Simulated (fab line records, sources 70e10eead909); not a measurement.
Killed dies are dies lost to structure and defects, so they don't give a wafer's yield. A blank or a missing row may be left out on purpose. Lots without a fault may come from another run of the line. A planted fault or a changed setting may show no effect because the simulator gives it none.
Which tool did it? | flow nand_harc | 6 lots, 18 wafers sampled, at 3 steps of a route of 1302

WHAT THE GAUGES READ, wafer by wafer
NHARC_A_WL_FILL_INSPECT_15.
lot  | measured     | on                | raw_defect_count
L570 | day 21 23:04 | defect_inspect-01 | 494 457 469
L567 | day 21 22:55 | defect_inspect-01 | 367 536 422
L576 | day 25 00:52 | defect_inspect-02 | 567 291 370
L577 | day 25 06:52 | defect_inspect-01 | 330 398 558
L580 | day 27 11:10 | defect_inspect-02 | 563 547 517
L588 | day 29 17:01 | defect_inspect-01 | 315 305 412

WHICH TOOL RAN EACH LOT (tool, then ch and the chambers of the sampled wafers, then the start)
lot  | NHARC_A_SLIT_DEP_23             | NHARC_A_WL_FILL_ETCHBACK_16
L570 | pecvd-04 ch 0,1, day 20 12:02   | rie_diel-04 ch 0,2,3, day 21 16:23
L567 | pecvd-01 ch 0,1,2, day 20 12:14 | rie_diel-01 ch 2,3, day 21 16:26
L576 | pecvd-04 ch 1,2, day 23 16:38   | rie_diel-04 ch 0,3, day 24 18:21
L577 | pecvd-04 ch 0,1, day 23 17:50   | rie_diel-04 ch 0,1,3, day 25 00:28
L580 | pecvd-04 ch 0,2, day 25 20:07   | rie_diel-04 ch 0,1,2, day 27 04:36
L588 | pecvd-01 ch 0,1,2, day 28 06:25 | rie_diel-04 ch 0,1, day 29 10:28
- NHARC_A_SLIT_DEP_23: deposits SiON, target thk 100 nm.
- NHARC_A_WL_FILL_ETCHBACK_16: etches the open film in C4F8/O2/Ar, target depth 120 nm, time 24 s.

THE ANSWER, worked out from the rows above alone
Rule: what is usual is taken from the lots themselves. Put in order of their means at a reading, lots are off if they are a third of the lots or fewer, leave a main group of 4 or more, and stand apart from it by a gap of 3 or more times the standard deviation of the main group's means; of several such gaps the widest counts. A main group whose means are all the same, to the digits that the tables above print for the reading, isn't used. A lot without any number at a reading at which 4 lots or more have one is off too. The other lots that the step has rows for count as sound.
No lot is off at any reading shown: from this, nothing can be told.

WHAT THE SIMULATOR HAD PUT IN
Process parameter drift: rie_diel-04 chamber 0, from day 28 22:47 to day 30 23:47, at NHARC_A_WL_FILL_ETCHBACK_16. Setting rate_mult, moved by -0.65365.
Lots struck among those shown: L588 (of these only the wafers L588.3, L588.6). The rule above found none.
